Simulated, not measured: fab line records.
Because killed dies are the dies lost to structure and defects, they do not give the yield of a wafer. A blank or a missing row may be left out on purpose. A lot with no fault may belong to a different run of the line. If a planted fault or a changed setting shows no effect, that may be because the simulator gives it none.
A struck lot beside a sound one -- flow nandHarc -- 21 steps out of a route of 1302
Sound: the wafers L291.1, L291.3, L291.6. Wafers struck: L296.2, L296.5, L296.6. The cause is given at the end.
Per side, at each step with rows, come the tool, then ch with its chambers, and then its first start. Under that, the readings that differ: sound wafers -- struck wafers -- difference of the means -- sigmas: that difference in standard deviations of wafers without a fault.
alike: same words and numbers on both sides, and readings whose means sit less than 2 such deviations apart. not compared: any withheld reading, any reading some wafer has no value for, any bound like >300 that may hide the same value, and any number with overlapping values for which the record gives no deviation.
The two part at a step that has a row with sigmas, a row that says differs or no value, or rows on one side only. Numbers that don't overlap but have no deviation are shown without sigmas and don't part them. A reading that every wafer of one side lacks parts them only if that side has two wafers or more.

NHARC_P_CONTACT_CMP_24: polishes, t overpolish 30 s, target thk 200 nm.
  sound on cmp-01 ch 0,2,3, day 6 16:09; struck on cmp-03 ch 1,2,3, day 9 04:38
  alike: motorCurrentA, overpolishRunS, timeToEndpointS
next, for these wafers, 1 step has no rows: NHARC_P_CONTACT_SRD_26.
NHARC_P_CONTACT_INSPECT_27:
  sound on defectInspect-02 at day 6 16:33; struck on defectInspect-02 at day 9 04:57
  alike: rawDefectCount
then, 8 steps without rows for these wafers: NHARC_P_M0_DEP_00 (deposits SiOC, target thk 150 nm); NHARC_P_M0_DEHYDRATE_01 (time 120 s); NHARC_P_M0_HMDS_02 (time 30 s); NHARC_P_M0_COAT_33 (time 65 s); NHARC_P_M0_COAT_03 (resist thk 90 nm); NHARC_P_M0_SOFTBAKE_04 (time 55 s); NHARC_P_M0_EBR_05; NHARC_P_M0_EXPOSE_06 (exposes mask P M0, target cd 90 nm).
NHARC_P_M0_PEB_07: peb time 65 s.
  sound on lithoTrack-06 ch 0, day 6 17:23; struck on lithoTrack-06 ch 0, day 9 05:39
then, 1 step without rows for these wafers: NHARC_P_M0_DEVELOP_08 (develop time 35 s).
NHARC_P_M0_CD_MEAS_09 targets a cd of 90 nm.
  sound on cdSem-02 ch 0, day 6 17:27; struck on cdSem-03 ch 0, day 9 05:44
reading,sound,struck,difference,sigmas
cdNm (nm),90.7 89.9 89.7,92.3 92.2 92.0,+2.1,+4
NHARC_P_M0_OVL_MEAS_10: pitch 180 nm.
  sound on overlay-01 at day 6 17:32; struck on overlay-01 at day 9 05:49
  alike: overlayXNm, overlayYNm
NHARC_P_M0_INSPECT_11:
  sound on defectInspect-02 at day 6 17:35; struck on defectInspect-02 at day 9 05:52
  alike: rawDefectCount
NHARC_P_M0_DESCUM_14: chemistry O2, time 3 s.
  sound on rieDiel-01 ch 1,2,3, day 6 17:38; struck on rieDiel-01 ch 0,1,3, day 9 05:59
reading,sound,struck,difference,sigmas
model.P_M0.cdNm (nm),90.39 90.25 89.47,92.19 92.04 91.96,+2.03,
  alike: drypumpMotorCurrentA, o2FlowSccm, oesProductAu, rfVppV, showerheadPlenumPTorr, throttleValvePct
  not compared: rfHoursCounterH
NHARC_P_M0_ETCH_34: etches the open film in N2/H2, target depth 40 nm, overetch 12 nm, time 43.94 s.
  sound on rieDiel-01 ch 1,2, day 6 17:44; struck on rieDiel-01 ch 1,2, day 9 06:04
  alike: drypumpMotorCurrentA, oesProductAu, rfVppV, showerheadPlenumPTorr, throttleValvePct
  not compared: rfHoursCounterH
NHARC_P_M0_ETCH_15: etches the open film in C4F8/Ar, target depth 150 nm, overetch 15 nm, time 82.5 s.
  sound on rieDiel-01 ch 1,3; struck on rieDiel-01 ch 0,2,3
reading,sound,struck,difference,sigmas
oesProductAu (a.u.),0.924 0.915 0.910,0.984 0.968 0.969,+0.057,+3
model.P_M0.cdNm (nm),89.97 90.34 89.07,92.23 92.02 92.03,+2.30,
  alike: rfVppV
  not compared: rfHoursCounterH
NHARC_P_M0_CD_MEAS_16:
  sound on cdSem-03 at day 6 17:56; struck on cdSem-01 at day 9 06:16
reading,sound,struck,difference,sigmas
cdNm (nm),90.1 90.4 89.2,91.9 92.1 92.2,+2.2,+4
-- break in the record here, with 18 days between the starts of the struck wafers on either side (left off in module P_M0, picked up again in module END, where the first step shown is number 1302 on the route) --
NHARC_END_SORT_01:
  sound on prober-01 ch 0, day 24 17:17; struck on prober-01 ch 0, day 27 07:25
  alike: defectLimitedYield, killedAtArray, killedAtOther, killedAtPeriphery, killedDies, killedOpen, killedShort, sort_bin_2_pct, sort_bin_3_pct, sort_bin_4_pct, sortNPass, sortRimYieldPct, sortYieldPct

== WHERE THEY PART ==
First at NHARC_P_M0_CD_MEAS_09; last, within this record, at NHARC_P_M0_CD_MEAS_16. Later steps at which nothing parts them and some readings are alike: NHARC_END_SORT_01.

WHY: what had been put in by the simulator
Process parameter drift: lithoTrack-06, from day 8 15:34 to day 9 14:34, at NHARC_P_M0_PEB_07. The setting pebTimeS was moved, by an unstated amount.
